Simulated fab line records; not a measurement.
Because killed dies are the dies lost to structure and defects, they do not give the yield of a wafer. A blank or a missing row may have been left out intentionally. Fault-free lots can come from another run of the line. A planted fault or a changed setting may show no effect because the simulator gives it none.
Which tool is to blame? | flow n5-finfet | 10 lots with 30 wafers sampled at 6 steps, on a route of 1938 steps

## WHAT THE GAUGES READ, wafer by wafer
N5_FIN_SAQP_INSPECT_40: inspects for defects (brightfield).
lot  | measured    | on                | raw-defect-count
L075 | day 2 09:13 | defect-inspect-02 | 117 60 104
L077 | day 2 20:52 | defect-inspect-02 | 109 171 137
L080 | day 3 17:21 | defect-inspect-01 | 154 164 117
L082 | day 4 03:41 | defect-inspect-02 | 273 229 416
L084 | day 4 16:43 | defect-inspect-01 | 246 230 300
L086 | day 5 04:38 | defect-inspect-02 | 168 329 248
L088 | day 5 15:01 | defect-inspect-02 | 272 200 356
L090 | day 6 02:27 | defect-inspect-01 | 263 166 175
L092 | day 6 13:56 | defect-inspect-01 | 275 242 425
L095 | day 7 07:53 | defect-inspect-01 | 208 121 219

## WHICH TOOL RAN EACH LOT (tool, then ch and the chambers of the sampled wafers, then the start)
lot  | N5_ZERO_LAYER_STRIP_24              | N5_FIN_SAQP_DESCUM_21             | N5_FIN_SAQP_ETCH_65             | N5_FIN_SAQP_ETCH_34               | N5_FIN_SAQP_STRIP_77
L075 | plasma-asher-02 ch 0,1, day 1 18:55 | rie-diel-02 ch 0,1, day 2 05:04   | rie-si-04 ch 1,3, day 2 07:13   | rie-diel-04 ch 2,3, day 2 08:44   | rie-diel-04 ch 2,3, day 2 08:46
L077 | plasma-asher-02 ch 0, day 2 07:00   | rie-diel-02 ch 1,2,3, day 2 16:18 | rie-si-02 ch 2,3, day 2 18:29   | rie-diel-03 ch 0,1, day 2 20:24   | rie-diel-03 ch 0,1, day 2 20:25
L080 | plasma-asher-02 ch 0,1, day 3 01:02 | rie-diel-02 ch 0,3, day 3 10:37   | rie-si-04 ch 0,1, day 3 15:23   | rie-diel-04 ch 1,2,3, day 3 16:53 | rie-diel-04 ch 1,2,3, day 3 16:54
L082 | plasma-asher-02 ch 0,1, day 3 13:19 | rie-diel-02 ch 0,1,3, day 3 23:14 | rie-si-03 ch 1,2,3, day 4 01:26 | rie-diel-04 ch 1,2,3, day 4 03:13 | rie-diel-04 ch 1,2,3, day 4 03:14
L084 | plasma-asher-02 ch 0,1, day 4 01:03 | rie-diel-04 ch 1,2,3, day 4 11:10 | rie-si-03 ch 0,3, day 4 13:48   | rie-diel-02 ch 1,2, day 4 16:15   | rie-diel-02 ch 1,2, day 4 16:16
L086 | plasma-asher-02 ch 0,1, day 4 13:07 | rie-diel-04 ch 0,2,3, day 4 22:03 | rie-si-02 ch 0,1,2, day 5 01:34 | rie-diel-04 ch 0,1,2, day 5 04:10 | rie-diel-04 ch 0,1,2, day 5 04:11
L088 | plasma-asher-01 ch 0,1, day 5 00:53 | rie-diel-04 ch 1,2, day 5 10:32   | rie-si-04 ch 0,1,3, day 5 12:49 | rie-diel-03 ch 1,2,3, day 5 14:34 | rie-diel-03 ch 1,2,3, day 5 14:35
L090 | plasma-asher-01 ch 0,1, day 5 13:17 | rie-diel-03 ch 1,2,3, day 5 21:45 | rie-si-04 ch 0,1,2, day 5 23:55 | rie-diel-02 ch 0,1,2, day 6 01:59 | rie-diel-02 ch 0,1,2, day 6 02:00
L092 | plasma-asher-02 ch 0,1, day 6 00:55 | rie-diel-03 ch 0,2,3, day 6 09:47 | rie-si-03 ch 0,2,3, day 6 11:55 | rie-diel-02 ch 0,1, day 6 13:28   | rie-diel-02 ch 0,1, day 6 13:30
L095 | plasma-asher-01 ch 0,1, day 6 18:54 | rie-diel-04 ch 0,1, day 7 03:13   | rie-si-02 ch 0,2, day 7 05:46   | rie-diel-02 ch 2,3, day 7 07:25   | rie-diel-02 ch 2,3, day 7 07:26
- N5_ZERO_LAYER_STRIP_24: strips in O2.
- N5_FIN_SAQP_DESCUM_21: chemistry O2, time 7.9 s.
- N5_FIN_SAQP_ETCH_65: etches SiO2 in CF4, target depth 4 nm, time 4.4 s.
- N5_FIN_SAQP_ETCH_34: etches SiO2 in C4F6/O2, target depth 45 nm, time 15 s.
- N5_FIN_SAQP_STRIP_77: strips in N2/H2, time 90 s.

## THE ANSWER, worked out from the rows above alone
Rule: what is usual is taken from the lots themselves. Put in order of their means at a reading, lots are off if they are a third of the lots or fewer, leave a main group of 4 or more, and stand apart from it by a gap of 3 or more times the standard deviation of the main group's means; of several such gaps the widest counts. The tables above print the reading to a certain number of digits; a main group whose means all agree to those digits is not used. A lot without any number at a reading at which 4 lots or more have one is off too. Any other lot the step has rows for is counted as sound.
No lot is off at any reading shown: from this, nothing can be told.

## WHAT THE SIMULATOR HAD INSERTED
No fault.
